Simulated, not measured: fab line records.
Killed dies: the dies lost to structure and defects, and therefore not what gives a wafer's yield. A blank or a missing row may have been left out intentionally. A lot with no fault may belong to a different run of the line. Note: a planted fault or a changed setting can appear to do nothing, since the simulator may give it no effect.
fab line records | flow n5_finfet
[record] lots = 6 | wafers = 18 | last_day = 17
route steps=1938 shown BEOL_M7@1310
lots untouched by any fault: they come from a run of this same line in which no faults occurred
start_h: the number of hours between the record's first day and the start of the first shown wafer of the lot | wait_h: hours elapsed since this lot's preceding step | " repeats the value in the row above | L1.1+2: several wafers, shown together as one row | - value missing, or start not given | * or withheld: withheld | < > ~ a bound
route shown NAME@n: NAME is a module with steps in the file, n the number in the route of the first one | usual: mean/standard deviation of fault-free wafers | same: alike in all rows | chamber/n: place in a boat | sites: per-site readings | _std_site: how widely they spread, as a standard deviation | _edge_site: outer sites' mean less inner sites' | radius_mm: how far each site lies from the wafer's centre | mask NAME#n: copy n | behind: the last tool/chamber to shape the wafer | hold: cause of the lot's hold/its duration in hours/its outcome | device: which transistor (n, p or np) failed to switch | end of line: the same wafers' tests at the end of the route | for a step that has no rows: nothing shown but its recipe | killed: count of dies lost to structure and defects at first sort (not the wafer's yield) | map: dies across one wafer; x = killed, . = not, _ = none there
set.NAME: the run value of the setting; set.NAME@STEP: its run value at that earlier step | model.NAME: the simulator's own value behind a step, which no gauge read
lots seen at some steps along the route; tables by step, rows by wafer
services: a tool's chamber out of use, with start hour (start_h, from the record's first day; less than 0 if before it), hours out, and reason
[[steps]]
[step N5_BEOL_M7_STRIP_80]
[recipe] chemistry = N2/H2 | time_s = 10 | power_w = 450 | temp_c = 40 | pressure_mtorr = 20 | rf_frequency_hz = 6e+07 | bias_power_w = 7 | n2_flow_sccm = 200 | h2_flow_sccm = 200
[usual] bias_power_w = 6.999/0.02 | drypump_motor_current_A = 5.9/0.53 | oes_product_au = 0.77/0.079 | rf_vpp_V = 59.3/0.94 | showerhead_plenum_p_Torr = 2.58/0.069 | throttle_valve_pct = 23.6/0.32
lot.wafer | tool        | chamber | start_h | wait_h | bias_power_w | drypump_motor_current_A | oes_product_au | rf_hours_counter_h | rf_vpp_V | showerhead_plenum_p_Torr | throttle_valve_pct
L401.2    | rie_diel-02 | 0       | -       | -      | 7.023        | 5.1                     | 0.70           | 231                | 59.0     | 2.59                     | 23.7
L401.3    | "           | 2       | "       | "      | 7.004        | 6.5                     | 0.71           | 209                | 57.7     | 2.54                     | 24.1
L401.5    | "           | 3       | "       | "      | 6.987        | 5.6                     | 0.96           | -                  | 61.5     | 2.72                     | 23.3
L406.1    | rie_diel-01 | 3       | -       | -      | 6.976        | 6.3                     | 0.72           | 199                | 58.3     | 2.51                     | 23.6
L406.2    | "           | 2       | "       | "      | 6.978        | 5.7                     | 0.70           | 207                | 58.8     | 2.63                     | 23.3
L406.6    | "           | 2       | "       | "      | 6.988        | 5.7                     | 0.70           | -                  | 58.4     | 2.63                     | 23.3
L418.1    | rie_diel-03 | 0       | -       | -      | 6.999        | 6.8                     | 0.74           | 153                | 59.4     | 2.54                     | 24.2
L418.2    | "           | 2       | "       | "      | 7.038        | 4.9                     | 0.84           | 47                 | 59.7     | 2.47                     | 23.3
L418.6    | "           | 1       | "       | "      | 6.993        | 6.1                     | 0.71           | -                  | 60.7     | 2.63                     | 23.6
L417.2    | rie_diel-01 | 3       | -       | -      | 6.978        | 6.3                     | 0.71           | 222                | 58.8     | 2.50                     | 23.6
L417.3    | "           | 2       | "       | "      | 7.012        | 5.7                     | 0.70           | 230                | 58.5     | 2.62                     | 23.3
L417.6    | "           | 2       | "       | "      | 6.980        | 5.7                     | 0.70           | -                  | 59.5     | 2.62                     | 23.3
L422.2    | rie_diel-02 | 2       | -       | -      | 6.978        | 6.5                     | 0.69           | 246                | 59.6     | 2.52                     | 24.2
L422.3    | "           | 0       | "       | "      | 6.984        | 5.1                     | 0.94           | 8                  | 59.5     | 2.58                     | 23.3
L422.5    | "           | 3       | "       | "      | 6.978        | 5.6                     | 0.86           | -                  | 59.1     | 2.70                     | 23.3
L423.1    | rie_diel-01 | 3       | -       | -      | 6.990        | 6.3                     | 0.72           | 232                | 60.3     | 2.50                     | 23.6
L423.2    | "           | 1       | "       | "      | 6.995        | 5.9                     | 0.82           | 90                 | 58.2     | 2.65                     | 23.3
L423.4    | "           | 3       | "       | "      | 7.010        | 6.3                     | 0.71           | -                  | 58.9     | 2.50                     | 23.6
[step N5_BEOL_M7_OCD_MEAS_38]
[usual] trench_depth_nm = 93.0/1.5
lot.wafer | tool   | chamber | start_h | wait_h | trench_depth_nm
L401.2    | ocd-01 | -       | 191.92  | -      | 92.6
L401.3    | "      | -       | "       | "      | 89.4
L401.5    | "      | -       | "       | "      | 93.0
L406.1    | ocd-01 | -       | 218.97  | -      | 93.3
L406.2    | "      | -       | "       | "      | 92.9
L406.6    | "      | -       | "       | "      | 92.5
L418.1    | ocd-01 | -       | 289.77  | -      | 91.5
L418.2    | "      | -       | "       | "      | 93.0
L418.6    | "      | -       | "       | "      | 92.2
L417.2    | ocd-02 | -       | 289.95  | -      | 92.8
L417.3    | "      | -       | "       | "      | 92.0
L417.6    | "      | -       | "       | "      | 92.4
L422.2    | ocd-02 | -       | 320.94  | -      | 90.8
L422.3    | "      | -       | "       | "      | 92.9
L422.5    | "      | -       | "       | "      | 92.5
L423.1    | ocd-02 | -       | 321.00  | -      | 94.2
L423.2    | "      | -       | "       | "      | 94.6
L423.4    | "      | -       | "       | "      | 93.1
[step N5_BEOL_M7_HM_STRIP_39]
[recipe] chemistry = peroxide_tin_strip | material = TiN | target_depth_a = 250 | temp_c = 50 | time_s = 158
[step N5_BEOL_M7_SRD_40]
[recipe] time_s = 30 | temp_c = 23 | rinse_liquid = diw | dry = ipa_marangoni
[step N5_BEOL_M7_PRECLEAN_42]
[recipe] chemistry = residue_remover | time_s = 60 | temp_c = 40
[step N5_BEOL_M7_SRD_43]
[recipe] time_s = 30 | temp_c = 23 | rinse_liquid = diw | dry = ipa_marangoni
[step N5_BEOL_M7_CD_MEAS_35]
[recipe] target_cd_nm = 40 | polarity = opening
[usual] cd_nm = 39.9/0.57
lot.wafer | tool      | chamber | start_h | wait_h | cd_nm
L401.2    | cd_sem-02 | -       | 192.17  | 0.0    | 39.2
L401.3    | "         | -       | "       | "      | 39.7
L401.5    | "         | -       | "       | "      | 39.9
L406.1    | cd_sem-03 | -       | 219.12  | 0.0    | 40.0
L406.2    | "         | -       | "       | "      | 40.5
L406.6    | "         | -       | "       | "      | 39.8
L418.1    | cd_sem-01 | -       | 289.92  | 0.0    | 40.7
L418.2    | "         | -       | "       | "      | 40.1
L418.6    | "         | -       | "       | "      | 40.0
L417.2    | cd_sem-02 | -       | 290.10  | 0.0    | 40.5
L417.3    | "         | -       | "       | "      | 41.4
L417.6    | "         | -       | "       | "      | 40.6
L422.2    | cd_sem-02 | -       | 321.10  | 0.0    | 39.8
L422.3    | "         | -       | "       | "      | 39.8
L422.5    | "         | -       | "       | "      | 40.1
L423.1    | cd_sem-03 | -       | 321.16  | 0.0    | 40.0
L423.2    | "         | -       | "       | "      | 39.5
L423.4    | "         | -       | "       | "      | 39.6
[step N5_BEOL_M7_CURE_75]
[recipe] temp_c = 370 | time_s = 120 | ambient = DMADMS/He | material = SiCOH_lowk
[usual] lamp_power_pct = 52.30/0.055 | wafer_temp_C_max = 371.6/0.51
lot.wafer | tool       | chamber | start_h | wait_h | lamp_power_pct | wafer_temp_C_max
L401.2    | uv_cure-02 | 2       | 192.26  | 0.1    | 52.28          | 372.0
L401.3    | "          | 2       | "       | "      | 52.28          | 372.1
L401.5    | "          | 2       | "       | "      | 52.31          | 371.7
L406.1    | uv_cure-03 | 0       | 219.16  | 0.0    | 52.37          | 371.7
L406.2    | "          | 0       | "       | "      | 52.34          | 371.1
L406.6    | "          | 0       | "       | "      | 52.28          | 371.6
L418.1    | uv_cure-03 | 1       | 289.96  | 0.0    | 52.28          | 371.2
L418.2    | "          | 1       | "       | "      | 52.35          | 371.0
L418.6    | "          | 1       | "       | "      | 52.24          | 371.1
L417.2    | uv_cure-02 | 1       | 290.20  | 0.1    | 52.26          | 370.5
L417.3    | "          | 1       | "       | "      | 52.30          | 370.8
L417.6    | "          | 1       | "       | "      | 52.28          | 370.7
L422.2    | uv_cure-01 | 2       | 321.26  | 0.2    | 52.28          | 371.1
L422.3    | "          | 2       | "       | "      | 52.36          | 371.4
L422.5    | "          | 2       | "       | "      | 52.39          | 370.2
L423.1    | uv_cure-03 | 2       | 321.39  | 0.2    | 52.27          | 371.8
L423.2    | "          | 2       | "       | "      | 52.32          | 371.8
L423.4    | "          | 2       | "       | "      | 52.29          | 371.8
[step N5_BEOL_M7_DEGAS_44]
[recipe] ambient = vacuum | temp_c = 250 | time_s = 60
[usual] heater_power_w = 322/24
lot.wafer | tool           | chamber | start_h | wait_h | heater_power_w
L401.2    | pvd_sputter-03 | -       | 192.89  | 0.6    | 322
L401.3    | "              | -       | "       | "      | 284
L401.5    | "              | -       | "       | "      | 293
L406.1    | pvd_sputter-02 | -       | 219.56  | 0.3    | 353
L406.2    | "              | -       | "       | "      | 324
L406.6    | "              | -       | "       | "      | 347
L418.1    | pvd_sputter-02 | -       | 290.30  | 0.3    | 324
L418.2    | "              | -       | "       | "      | 361
L418.6    | "              | -       | "       | "      | 329
L417.2    | pvd_sputter-01 | -       | 290.59  | 0.3    | 309
L417.3    | "              | -       | "       | "      | 339
L417.6    | "              | -       | "       | "      | 319
L422.2    | pvd_sputter-01 | -       | 321.58  | 0.3    | 343
L422.3    | "              | -       | "       | "      | 304
L422.5    | "              | -       | "       | "      | 301
L423.1    | pvd_sputter-03 | -       | 322.25  | 0.8    | 296
L423.2    | "              | -       | "       | "      | 330
L423.4    | "              | -       | "       | "      | 281
[step N5_BEOL_M7_PRE_CLEAN_45]
[recipe] gas = H2/He | time_s = 30 | temp_c = 250
[step N5_BEOL_M7_ALD_77]
[recipe] material = TaN | target_thk_a = 20 | temp_c = 275 | ald_precursor_family = PDMAT | ald_co_reactant = NH3 | pressure_torr = 3 | carrier_flow_sccm = 1500 | pulse_time_s = 2 | purge_time_s = 3 | co_reactant_purge_time_s = 2 | co_reactant_pulse_time_s = 3 | ald_cycles = 40 | precursor_vessel_temp_c = 75 | precursor_vessel_pressure_torr = 26.25 | precursor_vessel_carrier_sccm = 1000
[usual] heater_power_w = 414/46
[same] co_reactant_purge_time_s = 2
lot.wafer | tool         | chamber | start_h | wait_h | heater_power_w
L401.2    | ald_metal-02 | 2       | 193.09  | 0.1    | 438
L401.3    | "            | 3       | "       | "      | 433
L401.5    | "            | 0       | "       | "      | 448
L406.1    | ald_metal-03 | 1       | 219.66  | 0.0    | 405
L406.2    | "            | 2       | "       | "      | 418
L406.6    | "            | 3       | "       | "      | 410
L418.1    | ald_metal-03 | 3       | 290.43  | 0.1    | 404
L418.2    | "            | 1       | "       | "      | 392
L418.6    | "            | 3       | "       | "      | 412
L417.2    | ald_metal-04 | 2       | 290.69  | 0.0    | 469
L417.3    | "            | 0       | "       | "      | 512
L417.6    | "            | 1       | "       | "      | 472
L422.2    | ald_metal-04 | 0       | 321.84  | 0.2    | 492
L422.3    | "            | 1       | "       | "      | 472
L422.5    | "            | 0       | "       | "      | 508
L423.1    | ald_metal-03 | 0       | 322.36  | 0.1    | 338
L423.2    | "            | 3       | "       | "      | 395
L423.4    | "            | 2       | "       | "      | 422
[step N5_BEOL_M7_SURFACE_TREAT_79]
[recipe] gas = Ar | time_s = * | ion_energy_ev = * | ion_current_ma_cm2 = 0.5 | pressure_mtorr = * | ar_flow_sccm = 30
[step N5_BEOL_M7_CVD_78]
[recipe] material = Co | target_thk_a = 20 | temp_c = withheld | precursor = CCTBA/H2 | pressure_torr = 30 | time_s = 142.3
lot.wafer  | tool      | chamber | start_h | wait_h
L401.2+3+5 | cvd_co-02 | 2,1,1   | 195.36  | 0.0
L406.1+2+6 | cvd_co-01 | 2,1,1   | 220.01  | 0.0
L418.1+2+6 | cvd_co-01 | 0,2,1   | 291.01  | 0.2
L418.1+2+6 | cvd_co-01 | 0,2,1   | 291.46  | 0.4
L417.2+3+6 | cvd_co-02 | 0,2,0   | 291.10  | 0.1
L417.2+3+6 | cvd_co-02 | 0,2,0   | 291.38  | 0.2
L422.2+3+5 | cvd_co-02 | 2,1,0   | 322.52  | 0.3
L423.1+2+4 | cvd_co-02 | 2,1,2   | 323.18  | 0.3
[step N5_BEOL_M7_SPUTTER_48]
[recipe] material = Cu | target_thk_a = 100 | temp_c = -20 | bias_v = 60 | power_w = 26000 | chamber_pressure_pa = 0.13 | time_s = 1.667
[step N5_BEOL_M7_ECD_50]
[recipe] material = Cu | target_thk_a = 3000
[step N5_BEOL_M7_ANNEAL_51]
[recipe] temp_c = 225 | time_s = 90 | ambient = N2
[usual] anneal_temp_c = 225.02/0.16 | wafer_temp_C_max = 226.13/0.28
lot.wafer | tool          | chamber | start_h | wait_h | anneal_temp_c | wafer_temp_C_max
L401.2    | rtp_anneal-01 | 0       | 196.00  | 0.3    | 225.06        | 225.80
L401.3    | "             | 0       | "       | "      | 225.26        | 225.94
L401.5    | "             | 0       | "       | "      | 225.16        | 226.08
L406.1    | rtp_anneal-01 | 0       | 220.34  | 0.1    | 224.81        | 226.39
L406.2    | "             | 0       | "       | "      | 225.00        | 226.35
L406.6    | "             | 0       | "       | "      | 224.90        | 226.03
L418.1    | rtp_anneal-01 | 0       | 291.96  | 0.2    | 225.08        | 226.17
L418.2    | "             | 0       | "       | "      | 224.81        | 226.35
L418.6    | "             | 0       | "       | "      | 224.77        | 226.31
L417.2    | rtp_anneal-02 | 0       | 292.08  | 0.4    | 224.98        | 225.60
L417.3    | "             | 0       | "       | "      | 224.81        | 226.03
L417.6    | "             | 0       | "       | "      | 225.05        | 226.02
L422.2    | rtp_anneal-02 | 0       | 323.28  | 0.3    | 225.03        | 226.25
L422.3    | "             | 0       | "       | "      | 225.30        | 226.29
L422.5    | "             | 0       | "       | "      | 225.24        | 226.02
L423.1    | rtp_anneal-01 | 0       | 324.32  | 0.8    | 224.78        | 226.10
L423.2    | "             | 0       | "       | "      | 225.16        | 226.19
L423.4    | "             | 0       | "       | "      | 224.85        | 226.18
[step N5_BEOL_M7_CMP_52]
[recipe] stop_on = SiCOH_lowk | t_overpolish_s = 6.9 | down_force_psi = 1 | platen_rpm = 50 | clearing_platen_down_force_psi = 1.5 | clearing_platen_rpm = 50 | post_cmp_clean = cu_alkaline | target_thk_nm = 80 | clearing_platen_pad_velocity_m_s = 0.99484 | pad_velocity_m_s = 0.99484
[usual] barrier_field_endpoint_s = 28.6/0.73 | clearing_platen_rpm = 50.001/0.025 | motor_current_A = 6.2/0.73 | overpolish_run_s = 6.901/0.0091 | slurry_flow_ml_min = 150.0/0.48 | time_to_endpoint_s = 62/3
lot.wafer | tool   | chamber | start_h | wait_h | barrier_field_endpoint_s | clearing_platen_rpm | motor_current_A | overpolish_run_s | slurry_flow_ml_min | time_to_endpoint_s
L401.3    | cmp-02 | 2       | 196.25  | 0.2    | 27.6                     | 50.038              | 5.9             | 6.890            | 149.6              | 55
L401.2    | "      | 0       | "       | "      | 28.0                     | 50.031              | 6.9             | 6.900            | 150.2              | 59
L401.5    | "      | 3       | "       | "      | 28.9                     | 50.038              | 6.7             | 6.910            | 149.6              | 63
L406.2    | cmp-02 | 0       | 220.63  | 0.2    | 28.2                     | 50.042              | 6.8             | 6.898            | 149.8              | 63
L406.1    | "      | 1       | "       | "      | 27.7                     | 49.986              | 6.8             | 6.884            | 149.2              | 58
L406.6    | "      | 0       | "       | "      | 28.7                     | 50.056              | 6.9             | 6.902            | 150.5              | 60
L418.2    | cmp-03 | 2       | 292.26  | 0.2    | 31.0                     | 49.996              | 5.3             | 6.898            | 149.0              | 66
L418.1    | "      | 3       | "       | "      | 32.5                     | 50.008              | 7.8             | 6.919            | 150.3              | 68
L418.6    | "      | 2       | "       | "      | 32.1                     | 50.027              | 5.2             | 6.887            | 149.2              | 64
L417.2    | cmp-02 | 3       | 292.33  | 0.2    | 31.1                     | 49.992              | 6.3             | 6.908            | 149.8              | 64
L417.3    | "      | 1       | "       | "      | 30.5                     | 50.043              | 6.4             | 6.894            | 149.7              | 58
L417.6    | "      | 3       | "       | "      | 31.7                     | 49.993              | 6.5             | 6.910            | 150.3              | 62
L422.2    | cmp-01 | 1       | 323.57  | 0.2    | 28.4                     | 49.999              | 5.3             | 6.903            | 149.3              | 62
L422.3    | "      | 3       | "       | "      | 28.0                     | 50.010              | 6.3             | 6.892            | 150.1              | 58
L422.5    | "      | 1       | "       | "      | 28.5                     | 49.964              | 5.0             | 6.902            | 149.7              | 63
L423.2    | cmp-03 | 1       | 324.61  | 0.2    | 29.5                     | 49.991              | 6.2             | 6.885            | 149.9              | 62
L423.1    | "      | 2       | "       | "      | 29.3                     | 49.968              | 5.3             | 6.915            | 150.6              | 63
L423.4    | "      | 0       | "       | "      | 30.2                     | 50.034              | 7.0             | 6.899            | 149.8              | 63
[step N5_BEOL_M7_THK_MEAS_53]
[recipe] thk_meas_gauge = xrf | reads = Cu_of_BEOL_M7_ECD_50
[usual] M7_THK = 79.2/1.9
lot.wafer | tool          | chamber | start_h | wait_h | M7_THK[nm]
L401.2    | film_metro-02 | -       | 196.55  | -      | 76.7
L401.3    | "             | -       | "       | "      | 73.6
L401.5    | "             | -       | "       | "      | 79.7
L406.1    | film_metro-01 | -       | 220.93  | -      | 76.5
L406.2    | "             | -       | "       | "      | 78.3
L406.6    | "             | -       | "       | "      | 77.5
L418.1    | film_metro-01 | -       | 292.55  | -      | 78.7
L418.2    | "             | -       | "       | "      | 80.2
L418.6    | "             | -       | "       | "      | 77.9
L417.2    | film_metro-01 | -       | 292.63  | -      | 77.4
L417.3    | "             | -       | "       | "      | 75.1
L417.6    | "             | -       | "       | "      | 77.0
L422.2    | film_metro-02 | -       | 323.83  | -      | 77.5
L422.3    | "             | -       | "       | "      | 78.4
L422.5    | "             | -       | "       | "      | 79.9
L423.1    | film_metro-01 | -       | 324.91  | -      | 80.6
L423.2    | "             | -       | "       | "      | 81.7
L423.4    | "             | -       | "       | "      | 79.1
[[services]]
tool         | chamber | start_h | hours | kind
ald_metal-04 | 1       | 170.41  | 27.5  | repair
uv_cure-02   | -       | 179.33  | 1.0   | pm
uv_cure-03   | -       | 185.80  | 6.9   | repair
cmp-02       | -       | 200.12  | 5.6   | pm
cmp-03       | -       | 200.63  | 2.1   | repair
cvd_co-02    | -       | 218.36  | 0.3   | repair
uv_cure-02   | -       | 221.96  | 3.4   | pm
cmp-02       | -       | 224.03  | 4.0   | pm
cmp-03       | -       | 224.29  | 4.0   | pm
uv_cure-02   | -       | 235.10  | 28.1  | pm
cmp-02       | -       | 235.30  | 2.8   | repair
cvd_co-01    | -       | 241.24  | 2.8   | pm
rie_diel-02  | 2       | 244.08  | 21.0  | repair
ald_metal-04 | -       | 252.32  | 14.6  | pm
cmp-03       | -       | 253.93  | 3.2   | repair
rie_diel-02  | 0       | 254.95  | 14.4  | repair
rie_diel-02  | 3       | 282.57  | 1.5   | repair
cmp-02       | -       | 286.37  | 0.2   | repair
rie_diel-01  | -       | 290.73  | 2.8   | pm
rie_diel-01  | 2       | 293.58  | 40.7  | repair
uv_cure-03   | -       | 296.03  | 1.0   | repair
cmp-03       | -       | 296.25  | 6.3   | repair
uv_cure-02   | -       | 299.19  | 2.8   | pm
cvd_co-02    | -       | 300.13  | 3.4   | repair
[[key]]
[first_sign] step = N5_BEOL_M7_CVD_78 | reading = visit | direction = added
[effect] step = N5_BEOL_M7_CMP_52 | reading = barrier_field_endpoint_s | direction = up | sigmas = 3.9 | usual = 28.6 | struck = 31.5
met_at N5_BEOL_M7_CVD_78
struck_wafers L417.2,L417.3,L417.6,L418.1,L418.2,L418.6
[fault] kind = repeated_step_whole | tool = cvd_co-01,cvd_co-02 | chamber = - | onset_h = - | steps = N5_BEOL_M7_CVD_78 | times = 1 | scope = struck_lots_only
